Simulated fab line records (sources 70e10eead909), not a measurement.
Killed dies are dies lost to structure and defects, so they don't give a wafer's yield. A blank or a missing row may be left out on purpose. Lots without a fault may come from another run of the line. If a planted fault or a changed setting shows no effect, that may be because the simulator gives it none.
Which tool is to blame?    flow nand harc    39 wafers from 13 lots sampled at 5 of the route's 1302 steps

== WHAT THE GAUGES READ, wafer by wafer ==
NHARC_END_SORT_01. Usual: killed at array 58, standard deviation 15; killed at other 0.8, standard deviation 1.2; killed at periphery 3.5, standard deviation 2.5; killed dies 62, standard deviation 15; killed open 3.2, standard deviation 1.7; killed short 2.4, standard deviation 1.5.
lot   measured      on         killed at array  killed at other  killed at periphery  killed dies  killed open  killed short  flag
L290  day 27 23:59  prober-01  140 124 142      0 0 0            7 2 4                147 126 146  3 5 2        1 2 0         OFF
L292  day 30 12:04  prober-02  127 115 116      0 0 0            3 6 7                130 121 123  3 3 3        4 3 3         OFF

== WHAT TOOL EACH LOT RAN ON (gives the tool, then ch and the chambers of the sampled wafers, and finally the start) ==
lot   NHARC_A_STAIRCASE_STRIP_296          NHARC_A_BONDPAD_DEP_00                      NHARC_A_BONDPAD_PVD_27                   NHARC_HYBRID_BOND_ACTIVATE_00
L279  wet bench-01 ch 2,3,4, day 16 15:20  pecvd-01 ch 0,1,2, day 22 19:49             pvd sputter-01, day 22 23:59 or earlier  rie diel-02 ch 1,2, day 22 23:59
L280  wet bench-06 ch 0,4,5, day 17 06:10  pecvd-01 ch 1,2, day 23 09:00               pvd sputter-03, day 23 13:01 or earlier  rie diel-02 ch 0,3, day 23 13:01
L281  wet bench-06 ch 0,6,7, day 17 09:54  pecvd-01 ch 0,1, day 23 06:35               pvd sputter-03, day 23 10:40 or earlier  rie diel-02 ch 0,1,3, day 23 10:40
L282  wet bench-01 ch 3,6,7, day 17 19:05  pecvd-01 ch 0,1, day 23 21:49               pvd sputter-03, day 24 01:56 or earlier  rie diel-02 ch 1,2, day 24 01:56
L291  wet bench-01 ch 0,1,6, day 21 00:41  pecvd-03 ch 0,1,2, day 26 22:08             pvd sputter-02, day 27 02:07 or earlier  rie diel-02 ch 0,1,2, day 27 02:07
L290  wet bench-04 ch 0,1,6, day 21 01:37  pecvd-04 ch 0,1,2, day 26 19:37 or earlier  pvd sputter-02, day 26 19:37 or earlier  rie diel-02 ch 0,2,3, day 26 19:37
L292  wet bench-04 ch 0,1,7, day 22 11:46  pecvd-04 ch 0,1,2, day 29 11:48 or earlier  pvd sputter-01, day 29 11:48 or earlier  rie diel-04 ch 1,2,3, day 29 11:48
L294  wet bench-06 ch 0,1,3, day 22 16:43  pecvd-03 ch 0,1,2, day 29 08:37 or earlier  pvd sputter-01, day 29 08:37 or earlier  rie diel-02 ch 0,2,3, day 29 08:37
L293  wet bench-01 ch 1,3,7, day 23 12:53  pecvd-03 ch 0,1,2, day 29 16:49             pvd sputter-03, day 29 20:46 or earlier  rie diel-04 ch 0,1,2, day 29 20:46
L297  wet bench-06 ch 1,2,3, day 24 09:34  pecvd-01 ch 0,2, day 30 22:56               pvd sputter-01, day 31 02:58 or earlier  rie diel-02 ch 2,3, day 31 02:58
L299  wet bench-01 ch 1,6,7, day 24 21:26  pecvd-04 ch 0,1,2, day 31 04:58             pvd sputter-01, day 31 09:11 or earlier  rie diel-02 ch 0,3, day 31 09:11
L300  wet bench-01 ch 1,6,7, day 25 08:18  pecvd-04 ch 0,2, day 31 13:49               pvd sputter-03, day 31 17:50 or earlier  rie diel-12 ch 0,1,2, day 31 17:50
L302  wet bench-01 ch 3,4,6, day 26 06:45  pecvd-04 ch 0,2, day 32 11:31               pvd sputter-01, day 32 15:28 or earlier  rie diel-02 ch 0,1, day 32 15:28
- NHARC_A_STAIRCASE_STRIP_296: strips in SPM, time 900 s.
- NHARC_A_BONDPAD_DEP_00: deposits SiCN, target thk 250 nm.
- NHARC_A_BONDPAD_PVD_27: deposits Cu, target thk 30 nm, time 20.49 s.
- NHARC_HYBRID_BOND_ACTIVATE_00: chemistry N2, time 60 s.

== WHAT THE TOOLS THEMSELVES READ (means of the sampled wafers that have a number; where no wafer has one, the mark that the record gives instead) ==
NHARC_A_STAIRCASE_STRIP_296. Usual: bath guard temp C 129.9 C, standard deviation 0.54.
lot   tool          bath guard temp C (C)  flag
L279  wet bench-01  130.0                  
L280  wet bench-06  130.0                  
L281  wet bench-06  129.8                  
L282  wet bench-01  129.9                  
L291  wet bench-01  129.7                  
L290  wet bench-04  129.6                  
L292  wet bench-04  129.7                  
L294  wet bench-06  130.1                  
L293  wet bench-01  130.2                  
L297  wet bench-06  130.0                  
L299  wet bench-01  130.1                  
L300  wet bench-01  130.1                  
L302  wet bench-01  130.1                  

NHARC_A_BONDPAD_DEP_00. Usual: heater power w 574 W, standard deviation 84.
lot   tool      heater power w (W)  flag
L279  pecvd-01  513                 
L280  pecvd-01  571                 
L281  pecvd-01  499                 
L282  pecvd-01  554                 
L291  pecvd-03  572                 
L290  pecvd-04  545                 
L292  pecvd-04  577                 
L294  pecvd-03  640                 
L293  pecvd-03  621                 
L297  pecvd-01  529                 
L299  pecvd-04  569                 
L300  pecvd-04  612                 
L302  pecvd-04  625                 

NHARC_A_BONDPAD_PVD_27. Usual: throttle valve pct 30.4 %, standard deviation 0.97.
lot   tool            throttle valve pct (%)  flag
L279  pvd sputter-01  29.6                    
L280  pvd sputter-03  31.0                    
L281  pvd sputter-03  31.8                    
L282  pvd sputter-03  31.5                    
L291  pvd sputter-02  30.7                    
L290  pvd sputter-02  30.1                    
L292  pvd sputter-01  29.5                    
L294  pvd sputter-01  29.0                    
L293  pvd sputter-03  31.5                    
L297  pvd sputter-01  29.0                    
L299  pvd sputter-01  29.9                    
L300  pvd sputter-03  31.3                    
L302  pvd sputter-01  29.3                    

NHARC_HYBRID_BOND_ACTIVATE_00. Usual: drypump motor current A 5.7 A, standard deviation 0.3; oes product au 1.000 a.u., standard deviation 0.0068; rf vpp V 64.0 V, standard deviation 0.78; showerhead plenum p Torr 1.76 Torr, standard deviation 0.059.
lot   tool         drypump motor current A (A)  oes product au (a.u.)  rf vpp V (V)  showerhead plenum p Torr (Torr)  flag
L279  rie diel-02  5.9                          1.003                  63.9          1.74                             
L280  rie diel-02  5.7                          0.999                  64.0          1.79                             
L281  rie diel-02  5.7                          1.007                  64.3          1.75                             
L282  rie diel-02  5.9                          1.002                  63.8          1.74                             
L291  rie diel-02  5.7                          1.001                  64.2          1.74                             
L290  rie diel-02  5.8                          0.997                  64.0          1.78                             
L292  rie diel-04  6.3                          1.009                  64.8          1.85                             
L294  rie diel-02  5.8                          1.005                  63.6          1.78                             
L293  rie diel-04  6.0                          0.993                  63.6          1.79                             
L297  rie diel-02  5.9                          1.002                  63.5          1.78                             
L299  rie diel-02  5.6                          0.999                  64.7          1.78                             
L300  rie diel-12  5.3                          0.995                  64.5          1.75                             
L302  rie diel-02  5.6                          0.997                  63.4          1.74                             

== THE ANSWER, worked out from the rows above alone ==
Rule: a lot counts as off when the mean over its wafers that have a number is more than 3 standard deviations away from the usual mean. Also off: a lot with no number at a reading for which 4 or more lots have one. Where the step has rows for the other lots, those lots are counted as sound. The gauges are gone through in route order, then the tools' own readings, and for those a lot's mean is taken as printed above. At the first step where some lot is off, the reading lying furthest off is the one used; lots without a number count as furthest.
Off at NHARC_END_SORT_01 (killed dies): L290, L292. Neither off nor sound, because the step has no rows for them: L279, L280, L281, L282, L291, L294, L293, L297, L299, L300, L302.
If a tool, at a process step before that reading, ran all the lots that are off and no sound lot after the first of them, it fits. Those tools and the gauges at NHARC_END_SORT_01 are tried in the same way. Because NHARC_A_BONDPAD_DEP_00 lacks a start for some lots, the hours and order of its lots are taken from NHARC_HYBRID_BOND_ACTIVATE_00. Because NHARC_A_BONDPAD_PVD_27 lacks a start for some lots, the hours and order of its lots are taken from NHARC_HYBRID_BOND_ACTIVATE_00. This does not decide it: 2 tools fit, namely wet bench-04 at NHARC_A_STAIRCASE_STRIP_296 and pecvd-04 at NHARC_A_BONDPAD_DEP_00.

== WHAT THE SIMULATOR HAD INSERTED ==
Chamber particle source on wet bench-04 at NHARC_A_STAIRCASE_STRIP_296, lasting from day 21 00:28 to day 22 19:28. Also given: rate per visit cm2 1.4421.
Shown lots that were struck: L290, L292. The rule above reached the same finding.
